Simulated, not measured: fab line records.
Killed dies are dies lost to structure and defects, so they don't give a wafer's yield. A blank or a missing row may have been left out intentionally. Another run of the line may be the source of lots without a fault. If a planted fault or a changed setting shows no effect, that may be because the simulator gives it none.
Which tool is to blame? | flow n5Finfet | 9 lots with 25 wafers sampled at 5 steps, on a route of 1938 steps

## WHAT THE GAUGES SHOWED, per wafer
N5_BEOL_M4_RC_MEAS_101.
lot  | measured     | on        | CJ_P           | DIBL_N (mV/V)  | DIBL_P (mV/V)  | IOFF_N (nA/um) | IOFF_P (nA/um) | IOFF_P_85C (nA/um) | IOFF_P_LIN (nA/um) | IOFF_P_LONG (nA/um)        | ION_N (uA/um) | ION_P (uA/um) | REXT_P (ohm.um)   | SS_N (mV/dec)  | SS_P (mV/dec)  | VT_N (mV)   | VT_P (mV)      | VT_P_LVT (mV)
L444 | day 8 20:13  | prober-02 | 5.72 5.66 5.76 | 39.3 40.1 41.2 | 37.7 37.9 40.2 | 0.19 0.23 0.24 | 0.21 0.22 0.25 | 3.6 3.8 4.2        | 0.095 0.099 0.108  | 9.4e-05 9.4e-05 9.4e-05    | 668 678 681   | 450 459 461   | 96.7 98.3 98.4    | 71.0 72.0 72.1 | 73.9 74.3 74.2 | 248 244 244 | -252 -250 -254 | -101 -99 -98
L454 | day 11 11:19 | prober-01 | 5.88 5.77      | 37.4 37.2      | 37.8 36.9      | 0.18 0.17      | 0.20 0.18      | 3.4 3.2            | 0.090 0.084        | 8.9e-05 8.6e-05            | 682 677       | 457 448       | 97.5 98.2         | 72.3 72.1      | 73.8 73.4      | 249 251     | -253 -255      | -103 -104
L456 | day 12 00:20 | prober-01 | 4.06 4.75 4.49 | 40.5 38.5 37.3 | 28.0 26.4 24.0 | 0.22 0.19 0.15 | 0.04 0.04 0.03 | 0.9 0.8 0.7        | 0.024 0.022 0.019  | 8.1e-05 8.5e-05 8.1e-05    | 682 686 665   | 293 296 292   | 294.8 289.6 292.7 | 72.9 70.8 70.8 | 71.8 71.7 70.8 | 247 245 253 | -289 -290 -293 | -137 -138 -139
L457 | day 11 19:28 | prober-01 | 4.67 4.73 4.65 | 36.9 38.3 36.3 | 24.2 26.9 24.1 | 0.15 0.19 0.15 | 0.03 0.04 0.03 | 0.7 0.8 0.7        | 0.019 0.022 0.019  | 7.8e-05 7.8e-05 7.8e-05    | 676 684 675   | 290 292 287   | 293.3 289.2 291.3 | 71.7 71.8 71.7 | 71.0 72.0 71.8 | 250 248 251 | -291 -291 -292 | -142 -138 -140
L458 | day 12 03:13 | prober-01 | 4.44 4.42 4.60 | 34.7 35.3 36.2 | 25.8 26.6 27.2 | 0.16 0.17 0.19 | 0.03 0.03 0.03 | 0.7 0.7 0.8        | 0.019 0.019 0.020  | 7.5e-05 7.3e-05 7.4e-05    | 681 684 682   | 286 287 289   | 297.6 298.3 296.1 | 71.6 71.5 71.5 | 71.4 71.5 71.8 | 251 246 251 | -294 -295 -291 | -142 -141 -140
L460 | day 12 17:10 | prober-01 | 5.83 5.77      | 41.3 36.6      | 41.9 35.3      | 0.26 0.16      | 0.31 0.20      | 5.0 3.4            | 0.128 0.095        | 0.000102 0.000104          | 689 687       | 467 473       | 102.8 102.4       | 73.0 70.9      | 75.0 74.0      | 244 247     | -247 -249      | -94 -99
L461 | day 13 03:50 | prober-01 | 5.84 5.81 5.58 | 37.6 37.7 37.3 | 35.7 35.5 36.3 | 0.16 0.17 0.16 | 0.21 0.21 0.24 | 3.7 3.6 4.0        | 0.101 0.100 0.108  | 0.000112 0.000109 0.000109 | 677 670 677   | 463 457 464   | 99.8 100.3 97.2   | 71.9 72.4 72.1 | 73.2 73.9 73.7 | 249 247 248 | -249 -250 -250 | -99 -99 -98
L463 | day 13 12:39 | prober-02 | 5.80 5.93 5.95 | 36.7 37.6 36.4 | 38.0 39.6 37.7 | 0.19 0.22 0.18 | 0.22 0.26 0.22 | 3.7 4.3 3.7        | 0.101 0.116 0.103  | 0.000103 0.000106 0.000108 | 684 690 685   | 462 462 462   | 106.7 104.3 104.5 | 71.4 72.2 72.3 | 73.8 73.6 73.1 | 247 247 248 | -250 -249 -250 | -102 -99 -101
L465 | day 13 22:26 | prober-02 | 5.88 6.02 5.80 | 35.6 33.3 37.0 | 36.9 32.9 37.7 | 0.16 0.11 0.18 | 0.19 0.15 0.22 | 3.4 2.7 3.8        | 0.093 0.077 0.102  | 0.000101 0.000105 0.0001   | 669 655 678   | 460 453 459   | 100.9 100.0 99.5  | 71.8 71.8 72.6 | 73.2 73.2 73.6 | 251 257 248 | -253 -255 -250 | -99 -103 -98

## TOOL THAT RAN EACH LOT (tool first, then ch and the chambers of the sampled wafers, then the start)
lot  | N5_SD_EPI_N_LINER_46            | N5_SD_EPI_P_ETCH_36              | N5_SD_EPI_P_STRIP_40               | N5_SD_EPI_P_VAPOR_ETCH_44
L444 | aldSin-04 ch 0,2, day 3 17:56   | rieDiel-06 ch 0,1, day 3 18:43   | plasmaAsher-02 ch 1, day 3 19:31   | epiRpcvd-02 ch 0, day 3 19:51
L454 | aldSin-01 ch 0,1, day 6 09:37   | rieDiel-06 ch 0,1, day 6 10:22   | plasmaAsher-01 ch 0,1, day 6 11:10 | epiRpcvd-03 ch 0, day 6 11:41
L456 | aldSin-03 ch 0,1,2, day 6 15:28 | rieDiel-06 ch 0,1,2, day 6 16:07 | plasmaAsher-02 ch 0,1, day 6 16:54 | epiRpcvd-03, day 6 17:14
L457 | aldSin-01 ch 1,2, day 6 22:00   | rieDiel-05 ch 0,1, day 6 22:47   | plasmaAsher-01 ch 0,1, day 6 23:37 | epiRpcvd-03, day 6 23:59
L458 | aldSin-04 ch 0,1, day 7 04:03   | rieDiel-05 ch 0,2,3, day 7 04:50 | plasmaAsher-02 ch 0,1, day 7 05:37 | epiRpcvd-02, day 7 05:58
L460 | aldSin-03 ch 2, day 7 17:30     | rieDiel-06 ch 2,3, day 7 18:16   | plasmaAsher-01 ch 1, day 7 19:04   | epiRpcvd-03 ch 0, day 7 19:26
L461 | aldSin-03 ch 0,1,3, day 7 20:44 | rieDiel-01 ch 0,1,3, day 7 21:38 | plasmaAsher-01 ch 0,1, day 7 22:25 | epiRpcvd-02 ch 0, day 7 22:46
L463 | aldSin-04 ch 0,1,3, day 8 10:53 | rieDiel-05 ch 0,1,2, day 8 11:40 | plasmaAsher-01 ch 0,1, day 8 12:29 | epiRpcvd-03 ch 0, day 8 12:52
L465 | aldSin-01 ch 2,3, day 8 23:13   | rieDiel-01 ch 1,2, day 9 00:14   | plasmaAsher-02 ch 0,1, day 9 01:02 | epiRpcvd-03 ch 0, day 9 01:26
- N5_SD_EPI_N_LINER_46: material SiNx, target thk 3 nm.
- N5_SD_EPI_P_ETCH_36: etches SiARC in CF4, target depth 45.5 nm, time 75.8 s.
- N5_SD_EPI_P_STRIP_40: strips in N2/H2.
- N5_SD_EPI_P_VAPOR_ETCH_44: etches SiGe30 in NF3/Ar, time 3.3 s.

## AS READ BY THE TOOLS THEMSELVES (means over the sampled wafers that have a number; for cases with no such wafer, the mark the record gives instead)
N5_SD_EPI_N_LINER_46.
lot  | tool      | heaterPowerW (W)
L444 | aldSin-04 | 1010
L454 | aldSin-01 | 927
L456 | aldSin-03 | 876
L457 | aldSin-01 | 854
L458 | aldSin-04 | 1020
L460 | aldSin-03 | 838
L461 | aldSin-03 | 825
L463 | aldSin-04 | 892
L465 | aldSin-01 | 825

N5_SD_EPI_P_ETCH_36.
lot  | tool       | biasW (W) | cf4FlowSccm (sccm) | drypumpMotorCurrentA (A) | etchRfOnTimeS (s) | oesProductAu (a.u.) | rfVppV (V) | showerheadPlenumPTorr (Torr) | throttleValvePct (%)
L444 | rieDiel-06 | 35.91     | 99.99              | 5.6                      | 75.6              | 0.67                | 184.6      | 2.18                         | 15.67
L454 | rieDiel-06 | 35.98     | 99.99              | 5.7                      | 76.8              | 0.66                | 184.2      | 2.19                         | 15.61
L456 | rieDiel-06 | 36.07     | 100.13             | 5.9                      | 76.4              | 0.65                | 185.8      | 2.20                         | 15.72
L457 | rieDiel-05 | 35.85     | 99.99              | 5.4                      | 77.2              | 0.63                | 184.1      | 2.12                         | 15.89
L458 | rieDiel-05 | 35.95     | 99.82              | 5.6                      | 75.6              | 0.66                | 183.8      | 2.12                         | 15.69
L460 | rieDiel-06 | 35.88     | 99.98              | 5.9                      | 76.7              | 0.60                | 183.1      | 2.13                         | 15.85
L461 | rieDiel-01 | 35.98     | 100.01             | 5.8                      | 77.5              | 0.65                | 184.1      | 2.12                         | 15.72
L463 | rieDiel-05 | 36.05     | 100.07             | 5.8                      | 76.0              | 0.64                | 184.1      | 2.12                         | 15.87
L465 | rieDiel-01 | 35.94     | 99.73              | 6.1                      | 76.8              | 0.68                | 182.4      | 2.07                         | 15.64

N5_SD_EPI_P_STRIP_40.
lot  | tool           | drypumpMotorCurrentA (A) | heaterPowerW (W) | n2FlowSccm (sccm) | oesProductAu (a.u.)
L444 | plasmaAsher-02 | 5.2                      | 317              | 1753              | 0.758
L454 | plasmaAsher-01 | 5.9                      | 340              | 1756              | 0.768
L456 | plasmaAsher-02 | 5.1                      | 307              | 1750              | 0.759
L457 | plasmaAsher-01 | 5.7                      | 346              | 1759              | 0.771
L458 | plasmaAsher-02 | 5.0                      | 306              | 1754              | 0.779
L460 | plasmaAsher-01 | 6.4                      | 316              | 1748              | 0.757
L461 | plasmaAsher-01 | 5.7                      | 341              | 1750              | 0.762
L463 | plasmaAsher-01 | 6.1                      | 328              | 1743              | 0.769
L465 | plasmaAsher-02 | 5.1                      | 310              | 1755              | 0.761

N5_SD_EPI_P_VAPOR_ETCH_44.
lot  | tool        | susceptorTempC (C)
L444 | epiRpcvd-02 | 24.99
L454 | epiRpcvd-03 | 25.12
L456 | epiRpcvd-03 | -
L457 | epiRpcvd-03 | -
L458 | epiRpcvd-02 | -
L460 | epiRpcvd-03 | 25.02
L461 | epiRpcvd-02 | 25.02
L463 | epiRpcvd-03 | 24.82
L465 | epiRpcvd-03 | 24.91

## THE ANSWER, worked out from the rows above alone
Rule: the lots themselves supply what counts as usual. Put in order of their means at a reading, lots are off if they are a third of the lots or fewer, leave a main group of 4 or more, and stand apart from it by a gap of 3 or more times the standard deviation of the main group's means; of several such gaps the widest counts. If all means in a main group match to the digits the tables above print for the reading, that group is not used. A lot without any number at a reading at which 4 lots or more have one is off too. All remaining lots with rows at the step are treated as sound. After the gauges, taken in route order, come the tools' own readings; for these a lot's mean is taken, as printed above. The first step at which some lot is off is used, and at that step the reading that is off furthest; a lot without a number counts as furthest.
Off: at N5_BEOL_M4_RC_MEAS_101 (REXT_P), L456, L457, L458. The main group: mean 100.4 ohm.um, standard deviation 2.7.
If a tool, at a process step before that reading, ran all the lots that are off and no sound lot after the first of them, it fits. Not tried: the gauges at N5_BEOL_M4_RC_MEAS_101; whatever is off there is also off at N5_SD_EPI_P_VAPOR_ETCH_44, on other tools, and gauge error can't account for it. Not one of the candidates tried fits.

## WHAT HAD BEEN PUT IN BY THE SIMULATOR
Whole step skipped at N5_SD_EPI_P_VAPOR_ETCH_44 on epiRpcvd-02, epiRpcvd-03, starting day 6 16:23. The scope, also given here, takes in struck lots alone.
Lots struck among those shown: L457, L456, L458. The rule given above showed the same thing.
